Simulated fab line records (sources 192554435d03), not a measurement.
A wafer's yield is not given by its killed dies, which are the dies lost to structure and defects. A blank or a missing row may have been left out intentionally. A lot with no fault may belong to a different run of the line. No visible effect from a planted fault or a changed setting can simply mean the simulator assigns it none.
Split-lot experiment + flow n5_finfet + 21 wafers read from 7 lots, route of 1938 steps

ON THE SPLIT
At N5_BEOL_M0_CUTY_EXPOSE_54 (exposes mask M0 ABLK), the setting dose_mj was moved away from the recipe's 36 on 5 of the 21 wafers read, by -3.1% to +6.8%. All remaining wafers had this setting at the recipe value.

FROM THE SPLIT TO THE READING: what the file shows between them, 2 steps
- N5_BEOL_M0_CUTY_PEB_55: peb time 60 s
- N5_BEOL_M0_CUTY_DEVELOP_56: develop time 30 s

THE READING
Shown in nm: cd_nm at N5_BEOL_M0_CUTY_CD_MEAS_57, with target cd 200 nm. On this fab line, fault-free wafers typically give 200.0 nm with a standard deviation of 0.95 nm.

| wafer  | tool, chamber at the split | dose_mj as run | against the recipe | cd_nm, nm | against lot-mates on the recipe |
|--------|----------------------------|----------------|--------------------|-----------|---------------------------------|
| L076.2 | arfi_scanner-01, 0         | 36             | recipe             | 198.6     | -                               |
| L076.3 | arfi_scanner-01, 0         | 36             | recipe             | 198.3     | -                               |
| L076.4 | arfi_scanner-01, 0         | 36             | recipe             | 198.1     | -                               |
| L080.1 | arfi_scanner-03, 0         | 36             | recipe             | 200.0     | -                               |
| L080.4 | arfi_scanner-03, 0         | 36             | recipe             | 199.6     | -                               |
| L080.6 | arfi_scanner-03, 0         | 36             | recipe             | 201.8     | -                               |
| L081.2 | arfi_scanner-01, 0         | 36             | recipe             | 199.9     | -                               |
| L081.4 | arfi_scanner-01, 0         | 36             | recipe             | 200.1     | -                               |
| L081.5 | arfi_scanner-01, 0         | 36             | recipe             | 200.9     | -                               |
| L082.1 | arfi_scanner-02, 0         | 36             | recipe             | 199.8     | -                               |
| L082.2 | arfi_scanner-02, 0         | 36             | recipe             | 199.9     | -                               |
| L082.6 | arfi_scanner-02, 0         | 38.46          | +6.8%              | 195.1     | -4.8                            |
| L088.2 | arfi_scanner-02, 0         | 38.24          | +6.2%              | 195.2     | -3.0                            |
| L088.5 | arfi_scanner-02, 0         | 36             | recipe             | 198.2     | -                               |
| L088.6 | arfi_scanner-02, 0         | 38.24          | +6.2%              | 195.8     | -2.4                            |
| L095.2 | arfi_scanner-01, 0         | 36             | recipe             | 200.5     | -                               |
| L095.3 | arfi_scanner-01, 0         | 36             | recipe             | 200.6     | -                               |
| L095.4 | arfi_scanner-01, 0         | 36             | recipe             | 200.3     | -                               |
| L097.2 | arfi_scanner-01, 0         | 34.87          | -3.1%              | 201.5     | +1.8                            |
| L097.4 | arfi_scanner-01, 0         | 36             | recipe             | 199.7     | -                               |
| L097.5 | arfi_scanner-01, 0         | 34.87          | -3.1%              | 201.4     | +1.7                            |

FIT RESULTS
A straight line over all 21 wafers: cd_nm changes by -0.659 nm for each +1% of dose_mj; r = -0.88; the points scatter about the line by 0.93 nm.
The same after taking each lot's own level away (the mean of its wafers on the recipe; 21 wafers): -0.537 nm for each +1%; r = -0.93; scatter 0.55 nm.
On that fit, the largest move of dose_mj shifts the reading by 3.7 nm.
Measured against the standard deviation above, the lots' own levels, which go from 198.20 to 200.47 nm, span 2.4 times it.
Thus the slope moves with the lot-to-lot level: the two fits are different.
Check: -3.11 nm against its lot-mates is what the line predicts for one of the wafers moved furthest among these (+6.8%) when that wafer is left out of the fit. Against them it came out at -4.75 nm.

ADDITIONAL SPLITS CARRIED BY THESE WAFERS
Before the reading, these wafers also passed through other splits. Each is held against what the fit with the lots' levels taken away leaves over:
| other split on the same wafers               | wafers away from the commonest value | r with cd_nm (lot level and that fit taken away) |
|----------------------------------------------|--------------------------------------|--------------------------------------------------|
| N5_HKMG_FIN_ETCH_58 source_w                 | 10                                   | +0.36                                            |
| N5_GATE_CUT_COAT_34 spin_rpm                 | 8                                    | +0.03                                            |
| N5_GATE_CUT_COAT_27 spin_rpm                 | 7                                    | +0.39                                            |
| N5_MOL_CONTACT_COAG_ETCH_105 bias_w          | 3                                    | +0.10                                            |
| N5_MOL_CONTACT_COAG_CONTACT_ETCH_14 source_w | 3                                    | -0.50                                            |
| N5_BEOL_M0_SAQP_COAT_08 spin_rpm             | 5                                    | -0.13                                            |
| N5_BEOL_M0_SAQP_ETCH_84 time_s               | 7                                    | -0.56                                            |

THE FILE'S OWN FIT
cd_nm changes by -0.581 nm for each +1% of dose_mj, r = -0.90.
